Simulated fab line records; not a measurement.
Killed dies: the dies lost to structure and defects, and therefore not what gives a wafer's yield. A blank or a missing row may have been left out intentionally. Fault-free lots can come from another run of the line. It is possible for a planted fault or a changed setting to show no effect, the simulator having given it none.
The tool behind it: which one? -- flow n5 finfet -- 9 lots, 27 wafers sampled, at 5 steps of a route of 1938

WHAT EACH GAUGE READ, for each wafer
N5_HKMG_FIN_OVL_MEAS_13. Usual: for NWFM_OVL the level is -0.1 nm and the standard deviation is 0.69.
lot,measured,on,NWFM_OVL (nm),flag
L251,day 4 09:05,overlay-01,0.5 -0.7 -0.3,
L253,day 5 00:05,overlay-02,0.4 0.1 -0.5,
L257,day 5 23:20,overlay-02,0.1 -1.1 -0.2,
L259,day 6 11:27,overlay-02,0.0 0.6 -0.2,
L265,day 7 23:10,overlay-02,-0.2 -0.7 -0.3,
L266,day 8 03:17,overlay-02,0.3 1.2 0.3,
L269,day 8 21:19,overlay-02,-0.7 -0.5 -0.5,
L270,day 9 03:47,overlay-02,0.0 0.3 -0.2,
L272,day 9 16:57,overlay-02,-0.4 -0.8 -0.1,

N5_BEOL_M4_RC_MEAS_101. Usual: DIBL_N 36.0 mV/V, standard deviation 2; DIBL_P 36.2 mV/V, standard deviation 2.2; IOFF_N 0.16 nA/um, standard deviation 0.034; IOFF_P 0.21 nA/um, standard deviation 0.04; ION_N 675 uA/um, standard deviation 12; ION_P 463 uA/um, standard deviation 7.2; SS_N 71.6 mV/dec, standard deviation 0.6; SS_P 73.3 mV/dec, standard deviation 0.67; VT_N 250 mV, standard deviation 3; VT_P -251 mV, standard deviation 3.4.
lot,measured,on,DIBL_N (mV/V),DIBL_P (mV/V),IOFF_N (nA/um),IOFF_P (nA/um),ION_N (uA/um),ION_P (uA/um),SS_N (mV/dec),SS_P (mV/dec),VT_N (mV),VT_P (mV),flag
L251,day 8 10:36,prober-01,38.6 37.0 36.2,39.1 37.7 36.8,0.22 0.19 0.18,0.26 0.24 0.22,692 684 683,468 467 464,71.6 71.2 71.8,73.7 73.8 73.9,248 246 245,-250 -248 -250,
L253,day 9 01:07,prober-02,36.7 34.7 35.8,38.3 36.3 37.5,0.18 0.15 0.16,0.23 0.20 0.21,680 669 669,465 461 460,71.9 71.4 71.4,72.7 72.7 72.5,249 251 248,-249 -252 -252,
L257,day 10 01:41,prober-01,38.6 36.6 37.7,39.9 37.6 38.0,0.24 0.20 0.22,0.29 0.25 0.26,697 680 693,474 462 470,72.4 71.6 72.3,74.3 73.6 73.6,242 245 245,-245 -248 -248,
L259,day 10 11:44,prober-01,34.5 34.3 34.4,35.0 34.6 34.0,0.14 0.13 0.13,0.21 0.20 0.18,673 668 670,467 465 460,70.8 70.4 71.1,72.9 72.5 72.6,249 252 252,-248 -251 -251,
L265,day 12 04:16,prober-01,35.6 39.0 35.0,35.2 39.3 34.8,0.16 0.24 0.16,0.17 0.23 0.16,679 697 673,450 464 448,71.4 72.2 71.5,73.3 74.0 73.1,251 246 249,-254 -253 -256,
L266,day 12 05:36,prober-01,37.9 37.9 36.9,38.1 37.8 36.9,0.19 0.19 0.17,0.19 0.19 0.17,691 697 681,460 459 451,72.3 72.0 71.6,73.6 73.1 73.2,248 245 248,-254 -254 -258,
L269,day 12 11:17,prober-02,35.3 39.6 34.0,36.7 39.8 33.5,0.16 0.24 0.14,0.24 0.31 0.20,681 696 660,470 475 460,71.8 73.1 71.3,73.5 74.0 72.9,248 248 251,-247 -246 -250,
L270,day 13 21:14,prober-02,38.0 38.9 38.2,38.2 39.1 38.4,0.18 0.20 0.18,0.23 0.27 0.23,675 683 682,462 470 469,71.4 72.0 72.5,74.1 74.2 74.7,250 248 248,-248 -247 -247,
L272,day 13 23:46,prober-01,39.8 35.9 35.3,39.3 36.6 35.1,0.24 0.17 0.15,0.29 0.23 0.21,696 690 669,470 464 467,72.4 71.0 71.4,74.2 72.5 72.7,243 247 251,-246 -247 -252,

TOOL THAT RAN EACH LOT (tool first, then ch and the chambers of the sampled wafers, then the start)
lot,N5_HKMG_FIN_STRIP_60,N5_HKMG_FIN_PWFM_ALD_03,N5_HKMG_FIN_DESCUM_17
L251,"plasma asher-02 ch 0,1, day 4 06:31","ald metal-04 ch 2,3, day 4 08:13","rie diel-02 ch 1,2,3, day 4 09:23"
L253,"plasma asher-01 ch 0,1, day 4 21:39","ald metal-02 ch 0,1,2, day 4 23:13","rie diel-01 ch 1,2,3, day 5 00:10"
L257,"plasma asher-02 ch 0,1, day 5 20:54","ald metal-02 ch 0,3, day 5 22:28","rie diel-02 ch 0,1, day 5 23:37"
L259,"plasma asher-01 ch 0,1, day 6 09:08","ald metal-04 ch 0,1,2, day 6 10:35","rie diel-02 ch 1,2, day 6 11:31"
L265,"plasma asher-02 ch 0,1, day 7 20:42","ald metal-04 ch 0,1,3, day 7 22:18","rie diel-01 ch 2,3, day 7 23:14"
L266,"plasma asher-02 ch 0,1, day 8 00:55","ald metal-04 ch 2,3, day 8 02:32","rie diel-01 ch 0,3, day 8 03:20"
L269,"plasma asher-02 ch 0,1, day 8 18:53","ald metal-02 ch 1,3, day 8 20:27","rie diel-02 ch 1,3, day 8 21:25"
L270,"plasma asher-01 ch 0,1, day 9 01:22","ald metal-02 ch 0,2,3, day 9 02:55","rie diel-02 ch 0,1, day 9 03:54"
L272,"plasma asher-01 ch 0,1, day 9 14:29","ald metal-03 ch 1,2, day 9 16:05","rie diel-02 ch 0,1, day 9 17:01"
- N5_HKMG_FIN_STRIP_60: strips in N2/H2, time 360 s.
- N5_HKMG_FIN_PWFM_ALD_03: deposits TiN, target thk 2 nm, pulse time 1 s, purge time 3 s.
- N5_HKMG_FIN_DESCUM_17: chemistry O2, time 7.9 s.

AS READ BY THE TOOLS THEMSELVES (means over the sampled wafers that have a number; for cases with no such wafer, the mark the record gives instead)
N5_HKMG_FIN_STRIP_60. Usual: drypump motor current A 5.4 A, standard deviation 0.54; heater power w 495 W, standard deviation 42; n2 flow sccm 1750 sccm, standard deviation 5.3; temp c 299.95 C, standard deviation 0.19.
lot,tool,drypump motor current A (A),heater power w (W),n2 flow sccm (sccm),temp c (C),flag
L251,plasma asher-02,5.4,536,1745,299.91,
L253,plasma asher-01,5.6,452,1750,299.83,
L257,plasma asher-02,5.6,514,1749,299.79,
L259,plasma asher-01,5.1,467,1743,300.20,
L265,plasma asher-02,5.6,512,1754,299.90,
L266,plasma asher-02,5.6,512,1751,299.93,
L269,plasma asher-02,5.6,523,1747,299.95,
L270,plasma asher-01,5.1,465,1752,299.89,
L272,plasma asher-01,5.1,455,1755,299.96,

N5_HKMG_FIN_PWFM_ALD_03. Usual: heater power w 853 W, standard deviation 90; precursor pulse height rel 0.998, standard deviation 0.021.
lot,tool,heater power w (W),precursor pulse height rel,flag
L251,ald metal-04,861,1.028,
L253,ald metal-02,861,0.981,
L257,ald metal-02,976,1.002,
L259,ald metal-04,808,1.000,
L265,ald metal-04,812,1.000,
L266,ald metal-04,858,0.981,
L269,ald metal-02,841,0.996,
L270,ald metal-02,900,0.993,
L272,ald metal-03,842,1.012,

N5_HKMG_FIN_DESCUM_17. Usual: drypump motor current A 5.8 A, standard deviation 0.42; oes product au 0.81 a.u., standard deviation 0.068; rf vpp V 242.7 V, standard deviation 1.4; showerhead plenum p Torr 2.06 Torr, standard deviation 0.063; temp c 39.98 C, standard deviation 0.11; throttle valve pct 20.35 %, standard deviation 0.13.
lot,tool,drypump motor current A (A),oes product au (a.u.),rf vpp V (V),showerhead plenum p Torr (Torr),temp c (C),throttle valve pct (%),flag
L251,rie diel-02,5.9,0.86,243.8,2.09,39.96,20.26,
L253,rie diel-01,5.6,0.78,242.1,2.05,39.90,20.49,
L257,rie diel-02,5.8,0.75,242.6,2.02,40.04,20.37,
L259,rie diel-02,6.0,0.82,242.2,2.01,39.93,20.38,
L265,rie diel-01,5.8,0.78,243.3,2.08,39.91,20.41,
L266,rie diel-01,6.2,0.82,242.5,2.03,39.82,20.34,
L269,rie diel-02,6.0,0.76,242.3,2.06,40.18,20.31,
L270,rie diel-02,5.5,0.71,242.8,2.04,39.98,20.41,
L272,rie diel-02,5.5,0.71,242.1,2.04,39.96,20.41,

THE ANSWER, worked out from the rows above alone
Rule: a lot is off if the mean of its wafers that have a number lies more than 3 standard deviations from the usual mean. Also off: a lot with no number at a reading for which 4 or more lots have one. The other lots that the step has rows for count as sound. Order of review: gauges by route order, followed by the tools' own readings, for which a lot's mean as printed above is used. The first step at which some lot is off is used, and at that step the reading that is off furthest; a lot without a number counts as furthest.
Across all readings shown, no lot is off: no conclusion can be drawn from this.

WHAT THE SIMULATOR HAD INSERTED
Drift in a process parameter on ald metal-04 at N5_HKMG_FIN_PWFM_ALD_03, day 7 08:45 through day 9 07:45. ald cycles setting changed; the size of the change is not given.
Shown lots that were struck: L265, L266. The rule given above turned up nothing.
